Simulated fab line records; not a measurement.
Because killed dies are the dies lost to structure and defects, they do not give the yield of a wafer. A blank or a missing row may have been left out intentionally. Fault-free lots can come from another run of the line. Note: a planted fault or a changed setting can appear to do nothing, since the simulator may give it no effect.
fab line records	flow n5-finfet
record: lots: 5	wafers: 15	last-day: 18
route steps=1938 shown BEOL_M4@1032 PASSIVATION@1936
lots untouched by any fault: they come from a run of this same line in which no faults occurred
start-h: hours from the record's opening day to when the first of the lot's shown wafers began	wait-h: hours elapsed since this lot's preceding step	" the same as in the row above	L1.1+2: a row that stands for several wafers	- value missing, or start not given	* or withheld: withheld	< > ~ a bound
route shown NAME@n: names a module that has steps shown in the file, with the first one's number in the route	usual: average and standard deviation across the fault-free wafers	same: alike in all rows	chamber/n: place in a boat	sites: each site's reading	_std_site: how widely they spread, as a standard deviation	_edge_site: outer sites' mean less inner sites'	radius-mm: for every site, how far away it sits from the centre of the wafer	mask NAME#n: copy n	behind: tool/chamber where the wafer was last shaped	hold: the reason the lot was held/the length of the hold in hours/how it ended	device: the n, p or np transistor that did not switch	end of line: the tests these same wafers got at the end of their route	a step without rows: its recipe alone	killed: count of dies lost to structure and defects at first sort (not the wafer's yield)	map: per-die view of a wafer (x killed, . not killed, _ where there is no die)
set.NAME: the setting that was run; set.NAME@STEP: the one run at that earlier step	model.NAME: the simulator's own value behind a step, which no gauge read
lots at some steps of the route; a table a step, a row a wafer
services: the hour from which a tool's chamber was out of use, counted from the record's first day as start-h (under 0 if before that day), plus the number of hours and why
== steps ==
step: N5_BEOL_M4_PEB_09
recipe: peb-temp-c: 100	peb-time-s: 60	resist: CAR-EUV
step: N5_BEOL_M4_DEVELOP_10
recipe: develop-time-s: 30	developer: TMAH	resist: CAR-EUV	rinse-liquid: surfactant-rinse	dry: air-spin	dev-temp-c: 23
step: N5_BEOL_M4_CD_MEAS_11
recipe: target-cd-nm: 16.79	landing-energy-ev: 500	detector: se-inlens	polarity: opening
usual: cd-nm: 16.75/0.26
lot.wafer	tool	chamber	start-h	wait-h	cd-nm
L350.1	cd-sem-02	0	166.96	-	16.96
L350.2	"	0	"	"	17.14
L350.5	"	0	"	"	16.77
L356.3	cd-sem-03	0	236.29	-	16.61
L356.5	"	0	"	"	16.94
L356.6	"	0	"	"	17.11
L357.3	cd-sem-03	0	248.53	-	16.84
L357.4	"	0	"	"	16.35
L357.6	"	0	"	"	16.36
L368.2	cd-sem-02	0	300.27	-	16.69
L368.4	"	0	"	"	17.07
L368.6	"	0	"	"	16.61
L370.2	cd-sem-01	0	309.08	-	16.27
L370.3	"	0	"	"	16.81
L370.4	"	0	"	"	15.93
step: N5_BEOL_M4_OVL_MEAS_12
recipe: points-per-wafer: 522
usual: M4_OVL: 0.0/0.62
lot.wafer	tool	chamber	start-h	wait-h	M4_OVL[nm]
L350.1	overlay-01	0	166.99	0.0	0.1
L350.2	"	0	"	"	0.3
L350.5	"	0	"	"	0.5
L356.3	overlay-01	0	236.33	0.0	-0.8
L356.5	"	0	"	"	-0.7
L356.6	"	0	"	"	-0.5
L357.3	overlay-02	0	248.57	0.0	1.7
L357.4	"	0	"	"	0.9
L357.6	"	0	"	"	0.8
L368.2	overlay-02	0	300.30	0.0	-0.1
L368.4	"	0	"	"	-0.7
L368.6	"	0	"	"	-0.2
L370.2	overlay-02	0	309.12	0.0	-0.4
L370.3	"	0	"	"	-0.8
L370.4	"	0	"	"	-1.1
step: N5_BEOL_M4_INSPECT_13
recipe: mode: adi	inspect-instrument: brightfield
usual: raw-defect-count: 450/100
lot.wafer	tool	chamber	start-h	wait-h	raw-defect-count
L350.1	defect-inspect-02	-	167.05	0.1	470
L350.2	"	-	"	"	441
L350.5	"	-	"	"	569
L356.3	defect-inspect-02	-	236.37	0.0	440
L356.5	"	-	"	"	555
L356.6	"	-	"	"	478
L357.3	defect-inspect-02	-	248.62	0.0	368
L357.4	"	-	"	"	535
L357.6	"	-	"	"	354
L368.2	defect-inspect-01	-	300.36	0.0	371
L368.4	"	-	"	"	390
L368.6	"	-	"	"	444
L370.2	defect-inspect-02	-	309.17	0.0	470
L370.3	"	-	"	"	395
L370.4	"	-	"	"	311
step: N5_BEOL_M4_DESCUM_16
recipe: chemistry: O2	time-s: 7	source-power-w: 50	bias-power-w: 20	pressure-mtorr: 20	rf-frequency-hz: 2.712e+07	temp-c: 40	resist: CAR-EUV	o2-flow-sccm: 225
usual: drypump-motor-current-A: 5.5/0.45	oes-product-au: 0.81/0.094	rf-vpp-V: 243.2/1.4	showerhead-plenum-p-Torr: 2.10/0.072	throttle-valve-pct: 20.46/0.26
lot.wafer	tool	chamber	start-h	wait-h	drypump-motor-current-A	oes-product-au	rf-hours-counter-h	rf-vpp-V	showerhead-plenum-p-Torr	throttle-valve-pct
L350.1	rie-diel-03	1	167.09	0.0	5.8	0.68	218	243.8	2.06	20.16
L350.2	"	3	"	"	4.8	0.98	3	245.7	2.21	20.00
L350.5	"	2	"	"	5.2	0.73	-	240.8	2.00	20.76
L356.3	rie-diel-03	0	236.41	0.0	5.0	0.81	60	242.8	2.11	20.35
L356.5	"	2	"	"	5.2	0.72	-	241.1	1.99	20.80
L356.6	"	1	"	"	5.8	0.66	-	243.1	2.05	20.17
L357.3	rie-diel-02	3	248.89	0.3	5.7	0.89	33	243.0	2.07	20.37
L357.4	"	2	"	"	5.3	0.74	148	243.3	2.21	20.46
L357.6	"	0	"	"	6.3	0.78	-	244.3	2.12	20.87
L368.2	rie-diel-03	0	300.56	0.2	5.0	0.78	83	242.3	2.10	20.38
L368.4	"	3	"	"	4.9	0.87	50	244.8	2.20	20.10
L368.6	"	2	"	"	5.2	0.70	-	240.4	1.99	20.83
L370.2	rie-diel-03	0	309.20	0.0	5.0	0.79	87	242.9	2.10	20.39
L370.3	"	1	"	"	5.8	0.96	9	243.4	2.04	20.00
L370.4	"	2	"	"	5.2	0.70	228	240.4	1.98	20.84
step: N5_BEOL_M4_ETCH_74
recipe: chemistry: N2/H2	target: underlayer	target-depth-a: 65	mask-material: CAR-EUV	time-s: 5.2	ion-energy-ev: 200	pressure-mtorr: 30	source-w: 840	bias-w: 150	n2-flow-sccm: 200	h2-flow-sccm: 200	ends: cleared
step: N5_BEOL_M4_ETCH_63
recipe: chemistry: CF4	target: SiARC	target-depth-a: 156	mask-material: CAR-EUV	time-s: 26	ion-energy-ev: 80	pressure-mtorr: 40	source-w: 545	bias-w: 36	Ar_flow_sccm: 100	cf4-flow-sccm: 100	ends: cleared
usual: bias-w: 35.99/0.1	drypump-motor-current-A: 5.5/0.46	etch-rf-on-time-s: 25.9/0.89	oes-product-au: 0.69/0.076	rf-vpp-V: 184.1/1.1	showerhead-plenum-p-Torr: 2.15/0.067	throttle-valve-pct: 15.59/0.24
lot.wafer	tool	chamber	start-h	wait-h	bias-w	drypump-motor-current-A	etch-rf-on-time-s	oes-product-au	rf-hours-counter-h	rf-vpp-V	showerhead-plenum-p-Torr	throttle-valve-pct
L350.1	rie-diel-03	1	167.14	0.0	36.02	5.8	28.3	0.57	218	182.7	2.11	15.49
L350.2	"	3	"	"	35.92	4.8	25.3	0.83	3	184.8	2.28	15.34
L350.5	"	2	"	"	35.75	5.2	24.8	0.63	-	182.9	2.06	15.92
L356.3	rie-diel-03	0	236.46	0.0	36.04	5.0	25.4	0.71	60	184.5	2.16	15.53
L356.5	"	2	"	"	35.95	5.3	25.3	0.61	-	183.4	2.05	15.95
L356.6	"	1	"	"	35.86	5.8	29.2	0.55	-	182.9	2.11	15.52
L357.3	rie-diel-02	3	248.94	0.0	36.04	5.7	25.5	0.77	33	183.8	2.10	15.33
L357.4	"	2	"	"	36.08	5.2	25.5	0.64	148	185.1	2.21	15.38
L357.6	"	0	"	"	35.85	6.3	24.9	0.69	-	184.7	2.16	15.89
L368.2	rie-diel-03	0	300.61	0.0	35.80	5.0	25.1	0.69	83	184.2	2.16	15.57
L368.4	"	3	"	"	36.00	4.8	26.3	0.72	50	185.2	2.26	15.43
L368.6	"	2	"	"	36.04	5.2	25.5	0.60	-	183.3	2.04	16.01
L370.2	rie-diel-03	0	309.25	0.0	36.03	5.0	25.1	0.70	87	182.9	2.15	15.60
L370.3	"	1	"	"	36.00	5.8	26.7	0.79	9	184.9	2.10	15.10
L370.4	"	2	"	"	35.90	5.3	25.4	0.60	228	182.3	2.04	16.02
step: N5_BEOL_M4_ETCH_64
recipe: chemistry: N2/H2	target: SOC	target-depth-a: 750	overetch-a: 225	mask-material: SiARC	temp-c: 40	time-s: 121.9	ion-energy-ev: 200	pressure-mtorr: 30	source-w: 840	bias-w: 150	n2-flow-sccm: 200	h2-flow-sccm: 200
usual: bias-w: 150.0/0.46	drypump-motor-current-A: 5.5/0.46	oes-product-au: 0.61/0.066	rf-vpp-V: 524.1/2.5	showerhead-plenum-p-Torr: 2.54/0.092	throttle-valve-pct: 17.72/0.23
lot.wafer	tool	chamber	start-h	wait-h	bias-w	drypump-motor-current-A	oes-product-au	rf-hours-counter-h	rf-vpp-V	showerhead-plenum-p-Torr	throttle-valve-pct
L350.1	rie-diel-03	1	167.17	0.0	150.2	5.8	0.54	218	523.6	2.51	17.65
L350.2	"	3	"	"	149.8	4.8	0.72	3	529.6	2.71	17.55
L350.5	"	2	"	"	150.4	5.3	0.55	-	519.9	2.41	17.88
L356.3	rie-diel-03	0	236.49	0.0	149.8	5.0	0.63	60	523.7	2.55	17.54
L356.5	"	2	"	"	149.5	5.3	0.54	-	519.9	2.40	17.91
L356.6	"	1	"	"	149.2	5.8	0.52	-	522.2	2.50	17.67
L357.3	rie-diel-02	3	248.97	0.0	150.4	5.7	0.67	33	522.9	2.46	17.30
L357.4	"	2	"	"	148.9	5.3	0.56	148	526.2	2.63	17.58
L357.6	"	0	"	"	150.7	6.4	0.60	-	526.0	2.54	17.80
L368.2	rie-diel-03	0	300.63	0.0	150.3	5.0	0.61	83	524.6	2.54	17.58
L368.4	"	3	"	"	150.6	4.9	0.65	50	528.7	2.69	17.64
L368.6	"	2	"	"	150.6	5.3	0.53	-	521.7	2.39	17.95
L370.2	rie-diel-03	0	309.28	0.0	150.3	5.0	0.60	87	523.9	2.54	17.57
L370.3	"	1	"	"	150.7	5.8	0.71	9	521.4	2.49	17.38
L370.4	"	2	"	"	150.9	5.3	0.53	228	519.7	2.39	17.96
step: N5_BEOL_M4_STRIP_65
recipe: chemistry: N2/H2	temp-c: 40	n2-flow-sccm: 200	h2-flow-sccm: 200	rf-frequency-hz: 6e+07
step: N5_BEOL_M4_STRIP_75
recipe: chemistry: N2/H2	temp-c: 40	n2-flow-sccm: 200	h2-flow-sccm: 200	rf-frequency-hz: 6e+07
step: N5_BEOL_M4_STRIP_66
recipe: chemistry: CF4	resist: SiARC	power-w: 300	bias-power-w: 75	pressure-mtorr: 50	cf4-flow-sccm: 150	rf-frequency-hz: 6e+07
usual: drypump-motor-current-A: 5.5/0.46	oes-product-au: 0.79/0.084	rf-vpp-V: 271.4/1.4	showerhead-plenum-p-Torr: 1.80/0.053	throttle-valve-pct: 13.56/0.25
lot.wafer	tool	chamber	start-h	wait-h	drypump-motor-current-A	oes-product-au	rf-hours-counter-h	rf-vpp-V	showerhead-plenum-p-Torr	throttle-valve-pct
L350.1	rie-diel-03	1	167.30	0.0	5.8	0.71	219	271.7	1.77	13.51
L350.2	"	3	"	"	4.8	0.95	3	273.0	1.90	13.27
L350.5	"	2	"	"	5.2	0.72	-	270.4	1.73	13.89
L356.3	rie-diel-03	0	236.62	0.0	5.0	0.81	60	272.3	1.82	13.51
L356.5	"	2	"	"	5.2	0.69	-	269.8	1.72	13.96
L356.6	"	1	"	"	5.8	0.68	-	270.3	1.76	13.55
L357.3	rie-diel-02	3	249.10	0.0	5.7	0.87	33	270.2	1.76	13.32
L357.4	"	2	"	"	5.2	0.74	148	272.7	1.85	13.37
L357.6	"	0	"	"	6.3	0.79	-	271.0	1.82	13.85
L368.2	rie-diel-03	0	300.77	0.0	5.0	0.80	83	272.0	1.81	13.58
L368.4	"	3	"	"	4.8	0.84	50	273.6	1.89	13.38
L368.6	"	2	"	"	5.2	0.68	-	271.1	1.72	14.00
L370.2	rie-diel-03	0	309.41	0.0	5.0	0.78	87	270.9	1.81	13.58
L370.3	"	1	"	"	5.8	0.92	9	268.5	1.76	13.06
L370.4	"	2	"	"	5.2	0.68	228	269.0	1.72	14.01
step: N5_BEOL_M4_HM_OPEN_17
recipe: chemistry: Cl2/BCl3	target-depth-a: 200	overetch-a: 60	target: TiN	mask-material: SOC	ion-energy-ev: 150	pressure-mtorr: 10	icp-w: 1000	bias-w: 126	Cl2_flow_sccm: 53.25	bcl3-flow-sccm: 21.75	Ar_flow_sccm: 25
usual: bias-w: 126.0/0.35	drypump-motor-current-A: 5.6/0.42	oes-product-au: 0.69/0.1	throttle-valve-pct: 22.2/0.31
lot.wafer	tool	chamber	start-h	wait-h	bias-w	drypump-motor-current-A	oes-product-au	rf-hours-counter-h	throttle-valve-pct	model.SOC_of_BEOL_M4_COAT_61.thk-nm
L350.1	rie-metal-03	0	167.34	0.0	125.4	5.7	0.50	134	21.9	52
L350.2	"	1	"	"	125.8	5.7	0.51	134	22.4	52.8
L350.5	"	0	"	"	126.4	5.7	0.49	-	21.9	52.2
L356.3	rie-metal-01	1	236.69	0.1	125.9	6.1	0.76	-	22.2	52.8
L356.5	"	0	"	"	125.9	5.6	0.69	-	22.1	52.4
L356.6	"	1	"	"	125.6	6.1	0.77	-	22.2	53
L357.3	rie-metal-01	1	249.17	0.1	125.6	6.0	0.75	-	22.3	53.8
L357.4	"	0	"	"	126.3	5.6	0.68	-	22.1	52.2
L357.6	"	0	"	"	125.7	5.6	0.69	-	22.1	52.2
L368.2	rie-metal-02	0	300.81	0.0	126.1	5.8	0.80	4	22.3	51.4
L368.4	"	1	"	"	126.2	4.8	0.56	-	22.5	51.8
L368.6	"	0	"	"	126.6	5.8	0.80	-	22.3	51.6
L370.2	rie-metal-03	1	309.46	0.0	126.1	5.7	0.74	8	22.3	52.2
L370.3	"	1	"	"	125.5	5.7	0.74	-	22.3	52.4
L370.4	"	0	"	"	125.8	5.7	0.74	-	21.5	51.6
step: N5_BEOL_M4_STRIP_19
recipe: chemistry: O2	power-w: 400	temp-c: 40	pressure-mtorr: 30	rf-frequency-hz: 6e+07	bias-power-w: 0	overash-fraction: 0.2	o2-flow-sccm: 225
usual: drypump-motor-current-A: 5.5/0.45	oes-product-au: 0.82/0.093	rf-vpp-V: 3.6/0.5	showerhead-plenum-p-Torr: 2.12/0.068	throttle-valve-pct: 16.67/0.22
lot.wafer	tool	chamber	start-h	wait-h	drypump-motor-current-A	oes-product-au	rf-hours-counter-h	rf-vpp-V	showerhead-plenum-p-Torr	throttle-valve-pct
L350.1	rie-diel-03	3	167.46	0.1	4.9	0.98	3	3.0	2.22	16.31
L350.2	"	0	"	"	5.0	0.85	39	3.3	2.12	16.54
L350.5	"	2	"	"	5.3	0.73	-	3.1	2.01	16.96
L356.3	rie-diel-03	1	236.82	0.1	5.8	0.67	241	3.8	2.06	16.53
L356.5	"	3	"	"	4.9	0.91	-	3.9	2.21	16.34
L356.6	"	2	"	"	5.2	0.71	-	4.1	2.00	17.00
L357.3	rie-diel-02	3	249.25	0.1	5.7	0.88	33	3.9	2.08	16.56
L357.4	"	1	"	"	5.5	0.97	12	3.8	2.07	16.66
L357.6	"	2	"	"	5.2	0.75	-	3.7	2.21	16.67
L368.2	rie-diel-03	2	300.92	0.1	5.3	0.69	225	3.1	1.99	17.05
L368.4	"	3	"	"	4.9	0.87	50	4.0	2.20	16.39
L368.6	"	1	"	"	5.8	0.97	-	3.4	2.05	16.18
L370.2	rie-diel-02	0	309.57	0.1	6.3	0.76	126	3.1	2.12	17.05
L370.3	"	3	"	"	5.7	0.85	54	2.7	2.07	16.59
L370.4	"	2	"	"	5.2	0.74	168	3.3	2.21	16.72
step: N5_BEOL_M4_RC_MEAS_101
usual: DIBL_N: 36.4/2.2	DIBL_P: 36.3/2.5	IOFF_N: 0.17/0.052	IOFF_P: 0.23/0.049	ION_N: 674/17	ION_P: 464/11	SS_N: 71.7/0.98	SS_P: 73.3/0.84	VT_N: 250/4	VT_P: -249/3.8
lot.wafer	tool	chamber	start-h	wait-h	DIBL_N[mV/V]	DIBL_P[mV/V]	IOFF_N[nA/um]	IOFF_P[nA/um]	ION_N[uA/um]	ION_P[uA/um]	SS_N[mV/dec]	SS_P[mV/dec]	VT_N[mV]	VT_P[mV]
L350.1	prober-01	0	186.10	0.0	34.2	33.0	0.12	0.17	667	458	70.8	72.6	252	-253
L350.2	"	0	"	"	35.8	34.4	0.12	0.18	659	454	72.0	73.1	254	-254
L350.5	"	0	"	"	35.7	33.2	0.12	0.16	634	439	71.7	71.6	255	-254
L356.3	prober-02	0	247.80	0.3	41.4	42.8	0.30	0.32	691	464	72.2	74.5	243	-245
L356.5	"	0	"	"	37.6	38.8	0.20	0.26	670	459	71.8	74.5	249	-247
L356.6	"	0	"	"	37.7	37.5	0.19	0.22	685	466	71.6	74.1	249	-251
L357.3	prober-01	0	259.48	0.3	36.0	36.1	0.16	0.20	657	451	72.4	73.3	253	-253
L357.4	"	0	"	"	39.6	40.9	0.24	0.30	676	464	73.6	74.6	248	-246
L357.6	"	0	"	"	37.6	39.2	0.21	0.27	695	474	73.0	74.0	246	-244
L368.2	prober-02	0	317.61	0.2	36.3	36.3	0.16	0.22	680	470	71.6	72.9	248	-248
L368.4	"	0	"	"	35.4	35.8	0.15	0.23	676	477	71.2	73.4	247	-246
L368.6	"	0	"	"	39.9	40.6	0.25	0.31	690	467	72.9	74.3	244	-244
L370.2	prober-02	0	332.12	0.2	37.5	38.5	0.20	0.28	696	474	72.0	73.5	248	-247
L370.3	"	0	"	"	35.0	34.6	0.15	0.20	674	462	71.2	72.1	252	-250
L370.4	"	0	"	"	36.7	35.9	0.18	0.23	672	465	72.4	73.5	248	-248
step: N5_PASSIVATION_PROBE_49
usual: defect-limited-yield: 91.2/1.4	killed_at_M0_to_M3: 34/9.3	killed_at_M4_up: 14/5.9	killed-at-contacts: 14/5.7	killed-at-front-end: 38/10	killed-at-other: 4/3.2	killed-dies: 104/17	killed-on-rim: 14/4	killed-open: 67/13	killed-short: 33/6.9	sort_bin_4_leakage: 0/3.6	sort_bin_5_function: 5.2/1	sort_bin_6_memory: 3.3/0.61	sort_bin_8_speed: 0.3/1.8	sort-n-pass: 1069/52
same: gross-dies: 1180	killed-at-back-side: 0
lot.wafer	tool	chamber	start-h	wait-h	defect-limited-yield[%]	killed_at_M0_to_M3	killed_at_M4_up	killed-at-contacts	killed-at-front-end	killed-at-other	killed-dies	killed-on-rim	killed-open	killed-short	sort_bin_4_leakage[%]	sort_bin_5_function[%]	sort_bin_6_memory[%]	sort_bin_8_speed[%]	sort-n-pass
L350.1	prober-01	-	292.10	0.0	90.4	40	9	21	40	3	113	12	74	37	0	5.5	3.9	0	1067
L350.2	prober-01	-	292.15	0.1	91.6	24	3	16	43	13	99	15	68	30	0	5.3	3.1	0	1081
L350.5	prober-01	-	292.30	0.2	90.6	34	10	23	36	8	111	15	58	50	0	4.8	4.0	6.9	988
L356.3	prober-01	-	355.01	0.1	91.0	25	25	23	29	4	106	15	80	23	1	5.3	3.3	0	1067
L356.5	prober-01	-	355.11	0.2	90.2	43	25	24	24	0	116	24	86	28	0	5.3	4.1	0	1064
L356.6	prober-01	-	355.16	0.3	93.7	21	16	12	24	1	74	12	47	24	0	3.6	2.5	0	1106
L357.3	prober-01	-	372.05	0.1	90.6	46	15	12	31	7	111	16	73	32	0	5.4	4.0	0	1069
L357.4	prober-01	-	372.10	0.2	89.2	40	20	6	57	5	128	24	76	29	0	6.6	4.0	0	1052
L357.6	prober-01	-	372.20	0.3	93.5	21	13	5	36	2	77	8	42	30	0	2.9	3.3	0	1103
L368.2	prober-02	-	417.83	0.1	90.2	32	17	12	52	3	116	18	82	31	0	6.3	3.1	0	1064
L368.4	prober-02	-	417.93	0.2	91.5	21	15	17	41	6	100	13	56	35	0	4.7	3.1	0.3	1080
L368.6	prober-02	-	418.03	0.3	89.7	30	16	26	49	1	122	19	77	41	0	6.0	4.0	0	1058
L370.2	prober-02	-	438.45	0.1	92.4	24	9	15	38	4	90	12	56	25	0	4.1	3.1	0	1090
L370.3	prober-02	-	438.50	0.1	92.5	29	8	18	33	1	89	10	63	20	0	4.4	2.8	0	1091
L370.4	prober-02	-	438.55	0.2	93.1	23	8	8	40	3	82	7	48	28	0	4.2	2.3	0	1098
killed by level:class
L350.1 MOL_CONTACT_COAG:geometric-particle:open=16 BEOL_M2:geometric-particle:open=10 GATE_CUT:geometric-particle:short=7 FIN_SAQP:geometric-particle:open=6 DUMMY_GATE:geometric-particle:open=6 BEOL_M0_SAQP:geometric-particle:open=6 BEOL_M3:geometric-particle:open=6 MOL_CONTACT_COAG:geometric-particle:short=5
L350.2 MOL_CONTACT_COAG:geometric-particle:open=15 GATE_CUT:geometric-particle:short=8 BEOL_M1:geometric-particle:open=8 DUMMY_GATE:geometric-particle:open=7 PAD_METAL:geometric-particle:short=7 FIN_SAQP:geometric-particle:open=5 STI_FIN_REVEAL:geometric-particle:open=5 PAD_METAL:geometric-particle:open=5
L350.5 MOL_CONTACT_COAG:geometric-particle:open=18 BEOL_M0_SAQP:geometric-particle:short=12 FIN_SAQP:geometric-particle:short=10 GATE_CUT:geometric-particle:short=10 BEOL_M0_SAQP:geometric-particle:open=7 FIN_SAQP:geometric-particle:open=5 MOL_CONTACT_COAG:geometric-particle:short=5 BEOL_M4:geometric-particle:open=5
L356.3 MOL_CONTACT_COAG:geometric-particle:open=17 BEOL_M4:geometric-particle:open=12 FIN_SAQP:geometric-particle:open=8 MOL_CONTACT_COAG:geometric-particle:short=6 BEOL_M3:geometric-particle:open=6 BEOL_M5:geometric-particle:open=6 BEOL_M2:geometric-particle:open=5 STI_FIN_REVEAL:geometric-particle:open=4
L356.5 MOL_CONTACT_COAG:geometric-particle:open=22 BEOL_M2:geometric-particle:open=14 BEOL_M4:geometric-particle:open=12 STI_FIN_REVEAL:geometric-particle:open=9 BEOL_M0_SAQP:geometric-particle:short=5 BEOL_M0_SAQP:geometric-particle:open=5 BEOL_M1:geometric-particle:open=5 BEOL_M3:geometric-particle:open=5
L356.6 BEOL_M4:geometric-particle:open=10 MOL_CONTACT_COAG:geometric-particle:open=9 STARTING-WAFER:geometric-particle:short=5 FIN_SAQP:geometric-particle:short=4 DUMMY_GATE:geometric-particle:open=4 BEOL_M2:geometric-particle:short=4 BEOL_M0_SAQP:geometric-particle:open=4 BEOL_M0:geometric-particle:open=4
L357.3 BEOL_M0_SAQP:geometric-particle:open=14 BEOL_M3:geometric-particle:open=10 MOL_CONTACT_COAG:geometric-particle:open=8 BEOL_M0_SAQP:geometric-particle:short=7 FIN_SAQP:geometric-particle:open=6 FIN_SAQP:geometric-particle:short=6 DUMMY_GATE:geometric-particle:open=5 BEOL_M1:geometric-particle:open=5
L357.4 SD_EPI_N:area-etch=18 BEOL_M0_SAQP:geometric-particle:open=13 BEOL_M0_SAQP:geometric-particle:short=11 DUMMY_GATE:geometric-particle:open=10 FIN_SAQP:geometric-particle:open=9 BEOL_M1:geometric-particle:open=6 STI_FIN_REVEAL:geometric-particle:open=5 BEOL_M7:geometric-particle:open=5
L357.6 DUMMY_GATE:geometric-particle:open=7 FIN_SAQP:geometric-particle:short=6 STI_FIN_REVEAL:geometric-particle:open=6 BEOL_M0_SAQP:geometric-particle:open=6 BEOL_M0_SAQP:geometric-particle:short=5 FIN_SAQP:geometric-particle:open=4 STARTING-WAFER:geometric-particle:short=4 SDB:geometric-particle:short=3
L368.2 DUMMY_GATE:geometric-particle:open=12 MOL_CONTACT_COAG:geometric-particle:open=11 BEOL_M4:geometric-particle:open=11 BEOL_M3:geometric-particle:open=9 STI_FIN_REVEAL:geometric-particle:open=8 GATE_CUT:geometric-particle:short=8 BEOL_M0_SAQP:geometric-particle:open=6 BEOL_M1:geometric-particle:open=6
L368.4 MOL_CONTACT_COAG:geometric-particle:open=14 FIN_SAQP:geometric-particle:short=9 GATE_CUT:geometric-particle:short=6 BEOL_M4:geometric-particle:open=6 GATE_CUT:geometric-particle:open=5 BEOL_M1:geometric-particle:open=5 FIN_SAQP:geometric-particle:open=4 BEOL_M0_SAQP:geometric-particle:short=4
L368.6 MOL_CONTACT_COAG:geometric-particle:open=18 GATE_CUT:geometric-particle:short=11 BEOL_M4:geometric-particle:open=10 FIN_SAQP:geometric-particle:short=8 FIN_SAQP:geometric-particle:open=7 GATE_CUT:geometric-particle:open=7 MOL_CONTACT_COAG:geometric-particle:short=7 BEOL_M0_SAQP:geometric-particle:open=6
L370.2 MOL_CONTACT_COAG:geometric-particle:open=12 STI_FIN_REVEAL:geometric-particle:open=9 BEOL_M0_SAQP:geometric-particle:short=9 DUMMY_GATE:geometric-particle:open=6 GATE_CUT:geometric-particle:open=6 GATE_CUT:geometric-particle:short=5 BEOL_M2:geometric-particle:open=5 BEOL_M0_SAQP:geometric-particle:open=4
L370.3 MOL_CONTACT_COAG:geometric-particle:open=12 STI_FIN_REVEAL:geometric-particle:open=11 BEOL_M2:geometric-particle:open=8 FIN_SAQP:geometric-particle:open=6 MOL_CONTACT_COAG:geometric-particle:short=5 BEOL_M1:geometric-particle:open=4 BEOL_M0_SAQP:geometric-particle:open=4 GATE_CUT:geometric-particle:open=3
L370.4 STI_FIN_REVEAL:geometric-particle:open=11 BEOL_M0_SAQP:geometric-particle:open=8 STI_FIN_REVEAL:geometric-particle:short=7 MOL_CONTACT_COAG:geometric-particle:open=6 BEOL_M3:geometric-particle:open=6 GATE_CUT:geometric-particle:open=4 GATE_CUT:geometric-particle:short=4 BEOL_M0_SAQP:geometric-particle:short=4
== services ==
tool	chamber	start-h	hours	kind
rie-metal-02	-	144.65	0.8	repair
rie-metal-03	0	180.09	-	clean
rie-metal-03	0	180.09	19.2	scheduled-down
rie-metal-03	0	180.09	19.2	vent-cycle
rie-diel-02	1	191.74	-	clean
rie-diel-02	1	191.74	-	consumable-replace:focus-ring
rie-diel-02	1	191.74	22.8	scheduled-down
rie-diel-02	1	191.74	22.8	vent-cycle
rie-metal-03	1	199.32	-	clean
rie-metal-03	1	199.32	20.9	scheduled-down
rie-metal-03	1	199.32	20.9	vent-cycle
rie-diel-03	0	201.11	2.7	repair
rie-metal-02	-	204.99	0.6	repair
rie-metal-01	-	219.62	2.8	pm
rie-metal-02	0	229.49	-	clean
rie-metal-02	0	229.49	16.1	scheduled-down
rie-metal-02	0	229.49	16.1	vent-cycle
rie-diel-03	1	263.46	-	clean
rie-diel-03	1	263.46	-	consumable-replace:focus-ring
rie-diel-02	1	286.15	11.8	repair
rie-metal-02	0	304.83	6.8	repair
== key ==
first-sign none at tools or gauges
model-effect: step: N5_BEOL_M4_HM_OPEN_17	value: SOC_of_BEOL_M4_COAT_61.thk-nm	without: 52.6	struck: 53.8
met-at N5_BEOL_M4_HM_OPEN_17
struck-wafers L357.3
baseline-loss: step: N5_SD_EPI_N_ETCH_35	wafers: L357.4
onset-between 236.69 249.17
fault: kind: process-parameter-drift	tool: rie-metal-01	chamber: -	onset-h: 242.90	steps: N5_BEOL_M4_HM_OPEN_17	channel: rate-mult	offset: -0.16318	shape: step	end-h: 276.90	scope: struck-wafers-only
baseline-loss: these wafers lose ten dies or more at that step, a loss of the line's own and not of a fault; the sort's usual values leave them out
